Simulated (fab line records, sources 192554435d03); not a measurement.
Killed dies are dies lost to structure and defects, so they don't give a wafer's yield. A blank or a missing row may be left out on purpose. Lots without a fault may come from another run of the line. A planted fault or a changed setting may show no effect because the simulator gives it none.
A struck lot beside a sound one | flow n5_finfet | 14 steps out of a route of 1938
Sound: wafers L925.3, L925.4, L925.5. Struck: wafers L942.1, L942.3, L942.5. The cause comes at the end.
At each step with rows: each side's tool, then ch and its chambers, then its first start. Under that, the readings that differ: sound wafers | struck wafers | difference of the means | sigmas: that difference in standard deviations of wafers without a fault.
alike: readings whose means differ by less than 2 such deviations, and words and numbers that are the same on both sides. not compared: withheld readings, readings that some wafer has no value for, bounds like >300 that may hide the same value, and numbers for which the record gives no deviation and whose values overlap.
The two part at a step that has a row with sigmas, a row that says differs or no value, or rows on one side only. Numbers that don't overlap but have no deviation are shown without sigmas and don't part them. A reading that every wafer of one side lacks parts them only if that side has two wafers or more.

N5_ILD0_THK_MEAS_08:
  sound on film_metro-01, day 3 18:49; struck on film_metro-02, day 8 03:14
  alike: thk_nm
then, 1 step without rows for these wafers: N5_ILD0_PRECLEAN_10 (cleans in NF3:NH3, afs cycles 5, time 20 s, sublimation time 60 s).
N5_ILD0_ALD_15: deposits SiNx, target thk 24 nm, pulse time 1 s, ald cycles 480.
  sound on ald_sin-02 ch 0,1,2, day 3 19:31; struck on ald_sin-02 ch 0,1, day 8 03:58
  alike: heater_power_w, precursor_pulse_height_rel
N5_ILD0_CMP_12: polishes SiNx, stops on poly-Si, t overpolish 6 s, target thk 17.67 nm.
  sound on cmp-04 ch 0,1, day 3 21:52; struck on cmp-04 ch 1,2, day 8 06:10
  alike: motor_current_A, overpolish_run_s, time_to_endpoint_s
N5_ILD0_THK_MEAS_13:
  sound on film_metro-02, day 3 22:08; struck on film_metro-02, day 8 06:28
  alike: thk_nm
N5_ILD0_INSPECT_06: inspects for defects (darkfield).
  sound on defect_inspect-01, day 3 22:09; struck on defect_inspect-02, day 8 06:29
  alike: raw_defect_count
N5_SDB_HM_DEP_00: deposits SiNx from SiH4/NH3/N2, target thk 40 nm, time 35.3 s.
  sound on pecvd-02 ch 0,1, day 3 22:11; struck on pecvd-02 ch 0,1, day 8 06:32
  alike: heater_power_w, rf_fwd_power_W, showerhead_plenum_p_Torr, throttle_valve_pct
then, 5 steps without rows for these wafers: N5_SDB_COAT_03 (time 60 s, resist thk 100 nm); N5_SDB_COAT_04 (time 60 s, resist thk 18 nm); N5_SDB_COAT_05 (resist thk 90 nm); N5_SDB_EBR_07; N5_SDB_SOFTBAKE_06 (time 60 s).
N5_SDB_EXPOSE_08: exposes mask SDB.
  sound on arfi_scanner-02 ch 0, day 3 22:24; struck on arfi_scanner-01, day 8 06:44
  no value came back on the struck wafers for exposure_dose_mJ_cm2, focus_offset_nm (nm); on the sound wafers exposure_dose_mJ_cm2 reads 49.66 49.64 49.62
  alike: mask
then, 1 step without rows for these wafers: N5_SDB_PEB_09 (peb time 60 s).

WHERE THEY PART
Only at N5_SDB_EXPOSE_08, within this record.

WHY: what the simulator had put in
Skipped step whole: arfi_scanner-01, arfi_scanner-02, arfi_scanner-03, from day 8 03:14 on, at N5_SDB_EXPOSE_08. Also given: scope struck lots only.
